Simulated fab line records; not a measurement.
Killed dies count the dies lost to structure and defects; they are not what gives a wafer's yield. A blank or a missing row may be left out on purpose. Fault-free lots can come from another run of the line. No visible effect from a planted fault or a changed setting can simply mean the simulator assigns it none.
fab line records ; flow nand_harc ; part 1 of 2: steps 1 to 18 of 25
record lots=5; wafers=15; last_day=22
route steps=1159 shown A_CONTACT@931
lots that met no fault: from a run of the same line without faults
start_h: hours from the record's first day to the start of the lot's first wafer shown ; wait_h: hours elapsed since this lot's preceding step ; " same as the row above ; L1.1+2: one row covering several wafers at once ; - no value, or no start given ; * or withheld: withheld ; < > ~ a bound
route shown NAME@n: a module of which the file shows steps, and the number in the route of the first ; usual: mean and standard deviation over wafers with no fault ; same: alike in all rows ; chamber/n: place in a boat ; sites: readings site by site ; _std_site: standard deviation of those values ; _edge_site: the outer-site mean with the inner-site mean subtracted ; radius_mm: how far each site lies from the wafer's centre ; mask NAME#n: copy n ; behind: the last tool/chamber to shape the wafer ; hold: reason for holding the lot/hours on hold/outcome of the hold ; device: the transistor (n, p or np) that didn't switch ; end of line: the tests these same wafers got at the end of their route ; a step without rows: its recipe alone ; killed: the dies lost at the first sort to structure and to defects; this is not the yield of the wafer ; map: a wafer's dies, x killed, . not, _ none there
set.NAME: the setting that was run; set.NAME@STEP: the one run at that earlier step ; model.NAME: the simulator's own value behind a step, which no gauge read
lots seen at some steps along the route; tables by step, rows by wafer
services: the hour from which a tool's chamber was out of use, counted from the record's first day as start_h (under 0 if before that day), plus the number of hours and why
## steps
# step NHARC_A_CONTACT_EBR_04
# usual chill_plate_temp_C=23.00/0.093; exhaust_pa=45.1/0.89
lot.wafer;tool;chamber;start_h;wait_h;chill_plate_temp_C;exhaust_pa
L076.1;litho_track-06;0;-;-;23.04;45.1
L076.3;litho_track-06;0;-;-;22.90;45.1
L076.4;litho_track-06;0;-;-;22.98;44.4
L075.2;litho_track-06;0;-;-;23.04;44.0
L075.3;litho_track-06;0;-;-;22.99;45.7
L075.5;litho_track-06;0;-;-;22.91;44.2
L077.1;litho_track-04;0;-;-;22.74;44.3
L077.2;litho_track-04;0;-;-;22.90;45.1
L077.5;litho_track-04;0;-;-;22.84;45.0
L084.1;litho_track-04;0;-;-;23.08;44.2
L084.4;litho_track-04;0;-;-;23.16;43.2
L084.6;litho_track-04;0;-;-;22.98;44.7
L089.1;litho_track-01;0;-;-;23.02;44.7
L089.3;litho_track-01;0;-;-;23.11;45.6
L089.4;litho_track-01;0;-;-;23.00;45.7
# step NHARC_A_CONTACT_EXPOSE_05
# recipe na=1.35; sigma_outer=0.8; dose_mj=84.24; mask_id=A_CC
# usual focus_offset_nm=0.1/0.51; stage_vel_mm_s=499.99/0.24
lot.wafer;tool;chamber;start_h;wait_h;mask;focus_offset_nm;stage_vel_mm_s
L076.1;arfi_scanner-03;0;387.26;-;A_CC#0;0.3;499.76
L076.3;arfi_scanner-03;0;387.26;-;A_CC#0;0.4;499.90
L076.4;arfi_scanner-03;0;387.26;-;A_CC#0;-0.4;499.75
L075.2;arfi_scanner-02;0;397.73;-;A_CC#0;0.4;500.04
L075.3;arfi_scanner-02;0;397.73;-;A_CC#0;0.5;499.92
L075.5;arfi_scanner-02;0;397.73;-;A_CC#0;0.9;500.06
L077.1;arfi_scanner-02;0;414.48;-;A_CC#0;-0.4;500.08
L077.2;arfi_scanner-02;0;414.48;-;A_CC#0;0.4;500.09
L077.5;arfi_scanner-02;0;414.48;-;A_CC#0;0.4;500.07
L084.1;arfi_scanner-01;0;458.50;-;A_CC#0;0.1;499.61
L084.4;arfi_scanner-01;0;458.50;-;A_CC#0;-0.5;499.74
L084.6;arfi_scanner-01;0;458.50;-;A_CC#0;0.2;499.79
L089.1;arfi_scanner-02;0;469.89;-;A_CC#0;-1.0;500.16
L089.3;arfi_scanner-02;0;469.89;-;A_CC#0;-0.2;500.49
L089.4;arfi_scanner-02;0;469.89;-;A_CC#0;0.4;500.06
# step NHARC_A_CONTACT_PEB_06
# recipe peb_temp_c=100; peb_time_s=65
# usual chill_plate_temp_C=23.02/0.11; exhaust_pa=45.1/0.92; heater_power_total_W=156.6/0.44
lot.wafer;tool;chamber;start_h;wait_h;chill_plate_temp_C;exhaust_pa;heater_power_total_W
L076.1;litho_track-04;0;387.33;0.1;23.11;43.6;156.4
L076.3;litho_track-04;0;387.33;0.1;22.95;45.0;157.1
L076.4;litho_track-04;0;387.33;0.1;22.99;44.5;157.2
L075.2;litho_track-04;0;397.79;0.1;22.93;45.8;156.7
L075.3;litho_track-04;0;397.79;0.1;22.95;45.1;156.1
L075.5;litho_track-04;0;397.79;0.1;22.95;47.3;156.1
L077.1;litho_track-01;0;414.54;0.1;23.20;43.5;156.8
L077.2;litho_track-01;0;414.54;0.1;23.16;46.2;156.1
L077.5;litho_track-01;0;414.54;0.1;23.34;45.4;156.0
L084.1;litho_track-01;0;458.56;0.1;22.88;45.4;157.2
L084.4;litho_track-01;0;458.56;0.1;22.91;44.3;156.0
L084.6;litho_track-01;0;458.56;0.1;23.01;43.6;156.6
L089.1;litho_track-01;0;469.95;0.1;22.96;44.8;157.1
L089.3;litho_track-01;0;469.95;0.1;22.88;45.0;156.8
L089.4;litho_track-01;0;469.95;0.1;22.95;45.1;156.3
# step NHARC_A_CONTACT_DEVELOP_07
# recipe develop_time_s=35; dev_temp_c=23
# usual chill_plate_temp_C=22.99/0.098; exhaust_pa=45.1/0.82
# same develop_time_s=35
lot.wafer;tool;chamber;start_h;wait_h;chill_plate_temp_C;exhaust_pa
L076.1;litho_track-04;0;-;-;22.96;45.8
L076.3;litho_track-04;0;-;-;23.10;46.4
L076.4;litho_track-04;0;-;-;22.91;44.7
L075.2;litho_track-04;0;-;-;23.19;43.6
L075.3;litho_track-04;0;-;-;23.10;43.4
L075.5;litho_track-04;0;-;-;23.12;44.4
L077.1;litho_track-01;0;-;-;22.85;44.9
L077.2;litho_track-01;0;-;-;22.93;44.3
L077.5;litho_track-01;0;-;-;22.87;43.4
L084.1;litho_track-01;0;-;-;23.00;46.4
L084.4;litho_track-01;0;-;-;23.04;45.7
L084.6;litho_track-01;0;-;-;22.94;46.5
L089.1;litho_track-01;0;-;-;23.04;43.9
L089.3;litho_track-01;0;-;-;22.91;44.4
L089.4;litho_track-01;0;-;-;22.99;44.2
# step NHARC_A_CONTACT_CD_MEAS_08
# recipe target_cd_nm=100; landing_energy_ev=500
# usual cd_nm=99.7/0.8
lot.wafer;tool;chamber;start_h;wait_h;cd_nm
L076.1;cd_sem-01;0;387.41;-;98.8
L076.3;cd_sem-01;0;387.41;-;100.0
L076.4;cd_sem-01;0;387.41;-;98.6
L075.2;cd_sem-03;0;397.87;-;99.2
L075.3;cd_sem-03;0;397.87;-;100.2
L075.5;cd_sem-03;0;397.87;-;99.6
L077.1;cd_sem-03;0;414.62;-;99.2
L077.2;cd_sem-03;0;414.62;-;100.3
L077.5;cd_sem-03;0;414.62;-;98.4
L084.1;cd_sem-01;0;458.64;-;98.6
L084.4;cd_sem-01;0;458.64;-;99.5
L084.6;cd_sem-01;0;458.64;-;99.4
L089.1;cd_sem-03;0;470.03;-;98.6
L089.3;cd_sem-03;0;470.03;-;100.3
L089.4;cd_sem-03;0;470.03;-;99.4
# step NHARC_A_CONTACT_OVL_MEAS_09
# usual overlay_x_nm=0.0/0.83; overlay_y_nm=0.2/0.72
lot.wafer;tool;chamber;start_h;wait_h;overlay_x_nm;overlay_y_nm
L076.1;overlay-02;-;387.50;-;-0.9;0.4
L076.3;overlay-02;-;387.50;-;-1.8;0.2
L076.4;overlay-02;-;387.50;-;-1.1;0.9
L075.2;overlay-01;-;397.96;-;-0.5;-0.6
L075.3;overlay-01;-;397.96;-;0.2;-0.2
L075.5;overlay-01;-;397.96;-;0.2;-0.3
L077.1;overlay-01;-;414.72;-;1.4;0.7
L077.2;overlay-01;-;414.72;-;0.8;0.3
L077.5;overlay-01;-;414.72;-;1.6;0.6
L084.1;overlay-02;-;458.73;-;1.0;0.5
L084.4;overlay-02;-;458.73;-;0.8;-0.1
L084.6;overlay-02;-;458.73;-;1.1;0.3
L089.1;overlay-02;-;470.11;-;0.6;1.3
L089.3;overlay-02;-;470.11;-;-0.2;1.3
L089.4;overlay-02;-;470.11;-;0.3;0.8
# step NHARC_A_CONTACT_INSPECT_10
# usual raw_defect_count=29/14
lot.wafer;tool;chamber;start_h;wait_h;raw_defect_count
L076.1;defect_inspect-02;-;387.54;0.0;14
L076.3;defect_inspect-02;-;387.54;0.0;8
L076.4;defect_inspect-02;-;387.54;0.0;11
L075.2;defect_inspect-02;-;397.99;0.0;39
L075.3;defect_inspect-02;-;397.99;0.0;30
L075.5;defect_inspect-02;-;397.99;0.0;37
L077.1;defect_inspect-01;-;414.75;0.0;25
L077.2;defect_inspect-01;-;414.75;0.0;19
L077.5;defect_inspect-01;-;414.75;0.0;18
L084.1;defect_inspect-01;-;458.77;0.0;32
L084.4;defect_inspect-01;-;458.77;0.0;20
L084.6;defect_inspect-01;-;458.77;0.0;31
L089.1;defect_inspect-02;-;470.15;0.0;16
L089.3;defect_inspect-02;-;470.15;0.0;19
L089.4;defect_inspect-02;-;470.15;0.0;15
# step NHARC_A_CONTACT_DESCUM_13
# recipe time_s=3; o2_flow_sccm=200; ar_flow_sccm=0; bias_power_w=0; chemistry=O2
# usual drypump_motor_current_A=5.7/0.45; oes_product_au=1.002/0.014; rf_vpp_V=57.8/0.91; showerhead_plenum_p_Torr=1.91/0.059; throttle_valve_pct=11.312/0.0097
lot.wafer;tool;chamber;start_h;wait_h;drypump_motor_current_A;oes_product_au;rf_hours_counter_h;rf_vpp_V;showerhead_plenum_p_Torr;throttle_valve_pct
L076.4;rie_diel-07;0;387.60;0.1;6.3;1.002;51;58.6;1.88;11.297
L076.3;rie_diel-07;1;387.60;0.1;6.0;0.998;52;57.0;1.91;11.317
L076.1;rie_diel-07;3;387.60;0.1;5.8;0.997;48;56.8;1.94;11.303
L075.3;rie_diel-05;2;398.05;0.1;6.4;1.003;11;56.1;1.81;11.312
L075.2;rie_diel-05;1;398.05;0.1;5.2;0.985;11;58.7;1.96;11.313
L075.5;rie_diel-05;3;398.05;0.1;5.4;1.009;-;57.9;1.89;11.306
L077.1;rie_diel-07;0;414.81;0.1;6.3;0.983;0;56.5;1.87;11.314
L077.2;rie_diel-07;3;414.81;0.1;5.8;1.010;0;58.2;1.94;11.306
L077.5;rie_diel-07;0;414.81;0.1;6.3;0.983;-;57.8;1.87;11.292
L084.4;rie_diel-07;2;458.87;0.1;5.9;1.032;16;57.7;1.90;11.308
L084.1;rie_diel-07;3;458.87;0.1;5.8;1.024;17;57.3;1.93;11.318
L084.6;rie_diel-07;1;458.87;0.1;6.1;0.998;-;57.4;1.90;11.313
L089.4;rie_diel-05;1;470.23;0.1;5.1;0.996;27;56.5;1.95;11.322
L089.1;rie_diel-05;2;470.23;0.1;6.4;1.020;28;56.7;1.81;11.329
L089.3;rie_diel-05;3;470.23;0.1;5.4;0.985;26;58.0;1.89;11.313
# step NHARC_A_CONTACT_ETCH_88
# recipe target_depth_a=390; over_etch_frac=0.3; time_s=65; ion_energy_ev=80; cf4_flow_sccm=150; ar_flow_sccm=0; rf_w=300; bias_w=100; chemistry=CF4
# usual bias_w=99.9/0.31; drypump_motor_current_A=5.7/0.42; oes_product_au=1.004/0.014; rf_vpp_V=151.1/0.98; showerhead_plenum_p_Torr=1.77/0.05; throttle_valve_pct=13.284/0.0093
lot.wafer;tool;chamber;start_h;wait_h;bias_w;drypump_motor_current_A;oes_product_au;rf_hours_counter_h;rf_vpp_V;showerhead_plenum_p_Torr;throttle_valve_pct
L076.1;rie_diel-07;1;387.69;0.1;100.1;6.1;1.008;52;150.4;1.77;13.277
L076.4;rie_diel-07;2;387.69;0.1;99.9;5.9;1.026;47;150.8;1.76;13.283
L076.3;rie_diel-07;3;387.69;0.1;99.9;5.8;1.004;48;151.6;1.79;13.284
L075.3;rie_diel-05;0;398.14;0.1;100.0;5.4;1.012;9;150.6;1.80;13.273
L075.2;rie_diel-05;2;398.14;0.1;99.7;6.4;1.022;11;150.0;1.68;13.281
L075.5;rie_diel-05;0;398.14;0.1;99.9;5.4;1.014;-;152.2;1.80;13.300
L077.1;rie_diel-07;2;414.90;0.1;100.4;5.9;1.029;0;151.0;1.76;13.269
L077.2;rie_diel-07;0;414.90;0.1;100.2;6.3;0.997;0;151.6;1.73;13.284
L077.5;rie_diel-07;3;414.90;0.1;100.1;5.8;1.008;-;152.1;1.79;13.269
L084.4;rie_diel-07;1;458.99;0.1;99.6;6.0;0.986;17;150.2;1.76;13.276
L084.1;rie_diel-07;2;458.99;0.1;99.6;5.9;1.029;16;151.1;1.76;13.282
L084.6;rie_diel-07;2;458.99;0.1;99.9;5.9;1.025;-;151.2;1.76;13.279
L089.3;rie_diel-05;0;470.31;0.1;99.9;5.4;1.015;26;151.1;1.79;13.279
L089.1;rie_diel-05;2;470.31;0.1;99.7;6.4;1.017;28;149.9;1.68;13.292
L089.4;rie_diel-05;3;470.31;0.1;100.0;5.4;0.998;26;151.8;1.75;13.294
# step NHARC_A_CONTACT_ETCH_89
# recipe target_depth_a=2600; over_etch_frac=0.3; time_s=475.3; ion_energy_ev=200; n2_flow_sccm=150; h2_flow_sccm=150; ar_flow_sccm=0; rf_w=400; bias_w=150; chemistry=N2/H2
# usual bias_w=150.1/0.44; drypump_motor_current_A=5.7/0.43; oes_product_au=1.002/0.014; rf_vpp_V=430.5/2; showerhead_plenum_p_Torr=2.04/0.066; throttle_valve_pct=14.172/0.0086
lot.wafer;tool;chamber;start_h;wait_h;bias_w;drypump_motor_current_A;oes_product_au;rf_hours_counter_h;rf_vpp_V;showerhead_plenum_p_Torr;throttle_valve_pct
L076.3;rie_diel-07;3;-;-;150.4;5.8;0.992;49;431.2;2.07;14.159
L076.1;rie_diel-07;0;-;-;149.8;6.3;1.000;52;429.5;2.00;14.166
L076.4;rie_diel-07;1;-;-;150.4;6.1;0.995;52;429.9;2.04;14.162
L075.3;rie_diel-05;1;-;-;149.8;5.2;0.992;11;431.4;2.09;14.159
L075.2;rie_diel-05;2;-;-;150.6;6.4;1.020;11;429.1;1.93;14.177
L075.5;rie_diel-05;0;-;-;150.4;5.4;1.012;-;431.4;2.08;14.170
L077.1;rie_diel-07;2;-;-;150.0;5.9;1.029;0;430.0;2.03;14.189
L077.2;rie_diel-07;3;-;-;149.5;5.8;1.020;0;431.2;2.07;14.168
L077.5;rie_diel-07;2;-;-;150.4;5.9;1.025;-;430.2;2.03;14.184
L084.1;rie_diel-07;1;-;-;150.2;6.1;0.983;17;429.6;2.03;14.181
L084.4;rie_diel-07;3;-;-;150.8;5.8;1.013;17;430.5;2.06;14.181
L084.6;rie_diel-07;1;-;-;150.0;6.1;0.993;-;431.1;2.03;14.168
L089.4;rie_diel-05;1;-;-;149.7;5.2;0.981;27;431.1;2.08;14.175
L089.3;rie_diel-05;2;-;-;149.8;6.4;1.005;28;426.7;1.92;14.170
L089.1;rie_diel-05;3;-;-;150.7;5.4;0.989;26;430.4;2.01;14.177
# step NHARC_A_CONTACT_ETCH_30
# recipe target_depth_a=605; time_s=30.2; cf4_flow_sccm=100; chf3_flow_sccm=30; ar_flow_sccm=0; rf_w=500; bias_w=200; chemistry=CF4/CHF3
# usual bias_w=199.9/0.55; drypump_motor_current_A=5.7/0.45; oes_product_au=0.937/0.021; rf_vpp_V=370.5/1.7; showerhead_plenum_p_Torr=1.57/0.048; throttle_valve_pct=16.803/0.0098
lot.wafer;tool;chamber;start_h;wait_h;bias_w;drypump_motor_current_A;oes_product_au;rf_hours_counter_h;rf_vpp_V;showerhead_plenum_p_Torr;throttle_valve_pct
L076.3;rie_diel-07;3;-;-;199.9;5.8;0.923;49;371.6;1.59;16.801
L076.4;rie_diel-07;0;-;-;201.1;6.3;0.923;52;370.3;1.55;16.790
L076.1;rie_diel-07;1;-;-;199.9;6.1;0.917;52;370.0;1.57;16.799
L075.2;rie_diel-05;2;-;-;199.4;6.4;0.927;11;367.8;1.50;16.789
L075.3;rie_diel-05;3;-;-;199.9;5.4;0.919;9;370.7;1.56;16.796
L075.5;rie_diel-05;3;-;-;200.4;5.4;0.919;-;371.6;1.56;16.805
L077.1;rie_diel-07;0;-;-;200.2;6.3;0.956;0;370.4;1.54;16.805
L077.2;rie_diel-07;2;-;-;199.9;5.9;0.997;0;370.7;1.57;16.799
L077.5;rie_diel-07;0;-;-;199.3;6.3;0.953;-;370.5;1.54;16.791
L084.4;rie_diel-07;3;-;-;200.7;5.8;0.938;17;371.4;1.59;16.790
L084.1;rie_diel-07;1;-;-;200.0;6.0;0.919;17;370.3;1.57;16.801
L084.6;rie_diel-07;3;-;-;200.9;5.8;0.935;-;369.8;1.59;16.802
L089.3;rie_diel-05;1;-;-;200.4;5.2;0.913;28;370.9;1.60;16.796
L089.4;rie_diel-05;2;-;-;200.1;6.4;0.946;28;368.3;1.49;16.805
L089.1;rie_diel-05;3;-;-;200.6;5.4;0.916;26;370.5;1.55;16.794
# step NHARC_A_CONTACT_ETCH_31
# recipe target_depth_a=20000; over_etch_frac=0.3; time_s=520; ion_energy_ev=150; o2_flow_sccm=400; cos_flow_sccm=20; ar_flow_sccm=0; rf_w=500; bias_w=300; chemistry=O2/COS
# usual bias_w=300.0/0.89; drypump_motor_current_A=5.7/0.44; oes_product_au=1.002/0.013; rf_vpp_V=314.2/1.6; showerhead_plenum_p_Torr=3.12/0.091; throttle_valve_pct=28.330/0.0092
lot.wafer;tool;chamber;start_h;wait_h;bias_w;drypump_motor_current_A;oes_product_au;rf_hours_counter_h;rf_vpp_V;showerhead_plenum_p_Torr;throttle_valve_pct
L076.3;rie_diel-07;1;-;-;300.8;6.1;0.998;52;315.2;3.12;28.319
L076.4;rie_diel-07;2;-;-;301.0;5.9;1.021;47;313.7;3.11;28.328
L076.1;rie_diel-07;3;-;-;299.9;5.8;0.991;49;314.9;3.16;28.337
L075.2;rie_diel-05;3;-;-;299.9;5.4;0.993;9;314.3;3.09;28.328
L075.3;rie_diel-05;0;-;-;300.6;5.4;1.005;10;314.3;3.18;28.328
L075.5;rie_diel-05;2;-;-;301.4;6.4;1.010;-;311.6;2.97;28.322
L077.2;rie_diel-07;1;-;-;299.2;6.1;0.990;0;314.3;3.11;28.329
L077.1;rie_diel-07;2;-;-;301.6;5.9;1.025;0;313.9;3.11;28.347
L077.5;rie_diel-07;2;-;-;301.8;5.9;1.030;-;314.4;3.11;28.325
L084.4;rie_diel-07;3;-;-;300.5;5.8;1.015;17;314.1;3.15;28.320
L084.1;rie_diel-07;0;-;-;300.1;6.3;0.996;18;313.5;3.05;28.324
L084.6;rie_diel-07;0;-;-;298.7;6.3;0.985;-;312.8;3.05;28.328
L089.3;rie_diel-05;1;-;-;302.1;5.2;0.998;28;314.0;3.18;28.311
L089.1;rie_diel-05;2;-;-;298.9;6.4;1.015;28;312.1;2.96;28.323
L089.4;rie_diel-05;3;-;-;299.6;5.4;0.998;27;314.3;3.08;28.319
# step NHARC_A_CONTACT_ETCH_134
# recipe source_w=withheld; pressure_mtorr=20; bias_v=withheld; time_s=140; target_depth_a=7000; ar_flow_sccm=withheld; c4f8_flow_sccm=withheld; o2_flow_sccm=withheld; chemistry=C4F8/O2/Ar
lot.wafer;tool;chamber;start_h;wait_h;rf_hours_counter_h
L076.1;har_cap_etch-02;1;388.76;-;12
L076.4;har_cap_etch-02;1;388.76;-;-
L076.3;har_cap_etch-02;0;388.76;-;-
L075.2;har_cap_etch-02;0;399.45;-;14
L075.3;har_cap_etch-02;0;399.45;-;-
L075.5;har_cap_etch-02;0;399.45;-;-
L077.2;har_cap_etch-03;0;415.81;-;90
L077.1;har_cap_etch-03;1;415.81;-;90
L077.5;har_cap_etch-03;0;415.81;-;-
L084.1;har_cap_etch-02;1;460.01;-;24
L084.4;har_cap_etch-02;1;460.01;-;-
L084.6;har_cap_etch-02;1;460.01;-;-
L089.1;har_cap_etch-01;1;471.24;-;72
L089.3;har_cap_etch-01;1;471.24;-;-
L089.4;har_cap_etch-01;0;471.24;-;-
# step NHARC_A_CONTACT_ETCH_135
# recipe source_w=withheld; pressure_mtorr=20; bias_v=3000; time_s=132; target_depth_a=12870; ar_flow_sccm=withheld; c4f8_flow_sccm=withheld; o2_flow_sccm=withheld; chemistry=C4F8/O2/Ar
lot.wafer;tool;chamber;start_h;wait_h;rf_hours_counter_h
L076.1;har_cap_etch-02;1;389.03;0.2;12
L076.4;har_cap_etch-02;1;389.03;0.2;-
L076.3;har_cap_etch-02;0;389.03;0.2;-
L075.2;har_cap_etch-02;0;399.70;0.2;14
L075.3;har_cap_etch-02;0;399.70;0.2;-
L075.5;har_cap_etch-02;0;399.70;0.2;-
L077.2;har_cap_etch-03;0;416.00;0.2;90
L077.1;har_cap_etch-03;1;416.00;0.2;90
L077.5;har_cap_etch-03;0;416.00;0.2;-
L084.1;har_cap_etch-02;1;460.22;0.2;24
L084.4;har_cap_etch-02;1;460.22;0.2;-
L084.6;har_cap_etch-02;1;460.22;0.2;-
L089.1;har_cap_etch-01;1;471.44;0.2;72
L089.3;har_cap_etch-01;1;471.44;0.2;-
L089.4;har_cap_etch-01;0;471.44;0.2;-
# step NHARC_A_CONTACT_ETCH_136
# recipe source_w=withheld; pressure_mtorr=20; bias_v=3000; time_s=132; target_depth_a=12870; ar_flow_sccm=withheld; c4f8_flow_sccm=withheld; o2_flow_sccm=withheld; chemistry=C4F8/O2/Ar
lot.wafer;tool;chamber;start_h;wait_h;rf_hours_counter_h
L076.1;har_cap_etch-02;1;389.19;0.1;12
L076.4;har_cap_etch-02;1;389.19;0.1;-
L076.3;har_cap_etch-02;0;389.19;0.1;-
L075.2;har_cap_etch-02;0;399.86;0.1;14
L075.3;har_cap_etch-02;0;399.86;0.1;-
L075.5;har_cap_etch-02;0;399.86;0.1;-
L077.2;har_cap_etch-03;0;416.13;0.1;90
L077.1;har_cap_etch-03;1;416.13;0.1;90
L077.5;har_cap_etch-03;0;416.13;0.1;-
L084.1;har_cap_etch-02;1;460.34;0.1;24
L084.4;har_cap_etch-02;1;460.34;0.1;-
L084.6;har_cap_etch-02;1;460.34;0.1;-
L089.1;har_cap_etch-01;1;471.56;0.1;72
L089.3;har_cap_etch-01;1;471.56;0.1;-
L089.4;har_cap_etch-01;0;471.56;0.1;-
# step NHARC_A_CONTACT_ETCH_137
# recipe source_w=withheld; pressure_mtorr=20; bias_v=3000; time_s=132; target_depth_a=12870; ar_flow_sccm=withheld; c4f8_flow_sccm=withheld; o2_flow_sccm=withheld; chemistry=C4F8/O2/Ar
lot.wafer;tool;chamber;start_h;wait_h;rf_hours_counter_h
L076.1;har_cap_etch-02;1;389.35;0.1;12
L076.4;har_cap_etch-02;1;389.35;0.1;-
L076.3;har_cap_etch-02;0;389.35;0.1;-
L075.2;har_cap_etch-02;0;400.02;0.1;14
L075.3;har_cap_etch-02;0;400.02;0.1;-
L075.5;har_cap_etch-02;0;400.02;0.1;-
L077.2;har_cap_etch-03;0;416.25;0.1;90
L077.1;har_cap_etch-03;1;416.25;0.1;90
L077.5;har_cap_etch-03;0;416.25;0.1;-
L084.1;har_cap_etch-02;1;460.46;0.1;24
L084.4;har_cap_etch-02;1;460.46;0.1;-
L084.6;har_cap_etch-02;1;460.46;0.1;-
L089.1;har_cap_etch-01;1;471.69;0.1;72
L089.3;har_cap_etch-01;1;471.69;0.1;-
L089.4;har_cap_etch-01;0;471.69;0.1;-
# step NHARC_A_CONTACT_ETCH_138
# recipe source_w=withheld; pressure_mtorr=20; bias_v=3000; time_s=132; target_depth_a=12890; ar_flow_sccm=withheld; c4f8_flow_sccm=withheld; o2_flow_sccm=withheld; chemistry=C4F8/O2/Ar
lot.wafer;tool;chamber;start_h;wait_h;rf_hours_counter_h
L076.1;har_cap_etch-02;1;389.52;0.1;12
L076.4;har_cap_etch-02;1;389.52;0.1;-
L076.3;har_cap_etch-02;0;389.52;0.1;-
L075.2;har_cap_etch-02;0;400.18;0.1;14
L075.3;har_cap_etch-02;0;400.18;0.1;-
L075.5;har_cap_etch-02;0;400.18;0.1;-
L077.2;har_cap_etch-03;0;416.37;0.1;90
L077.1;har_cap_etch-03;1;416.37;0.1;90
L077.5;har_cap_etch-03;0;416.37;0.1;-
L084.1;har_cap_etch-02;1;460.58;0.1;24
L084.4;har_cap_etch-02;1;460.58;0.1;-
L084.6;har_cap_etch-02;1;460.58;0.1;-
L089.1;har_cap_etch-01;1;471.81;0.1;72
L089.3;har_cap_etch-01;1;471.81;0.1;-
L089.4;har_cap_etch-01;0;471.81;0.1;-
# step NHARC_A_CONTACT_ETCH_139
# recipe source_w=withheld; pressure_mtorr=20; bias_v=400; time_s=137; target_depth_a=5900; ar_flow_sccm=withheld; c4f8_flow_sccm=11.5; o2_flow_sccm=7.2; chemistry=C4F8/O2/Ar
lot.wafer;tool;chamber;start_h;wait_h;rf_hours_counter_h
L076.1;har_cap_etch-02;1;389.68;0.1;12
L076.4;har_cap_etch-02;1;389.68;0.1;-
L076.3;har_cap_etch-02;0;389.68;0.1;-
L075.2;har_cap_etch-02;0;400.37;0.2;14
L075.3;har_cap_etch-02;0;400.37;0.2;-
L075.5;har_cap_etch-02;0;400.37;0.2;-
L077.2;har_cap_etch-03;0;416.49;0.1;91
L077.1;har_cap_etch-03;1;416.49;0.1;91
L077.5;har_cap_etch-03;0;416.49;0.1;-
L084.1;har_cap_etch-02;1;460.71;0.1;25
L084.4;har_cap_etch-02;1;460.71;0.1;-
L084.6;har_cap_etch-02;1;460.71;0.1;-
L089.1;har_cap_etch-01;1;471.93;0.1;72
L089.3;har_cap_etch-01;1;471.93;0.1;-
L089.4;har_cap_etch-01;0;471.93;0.1;-
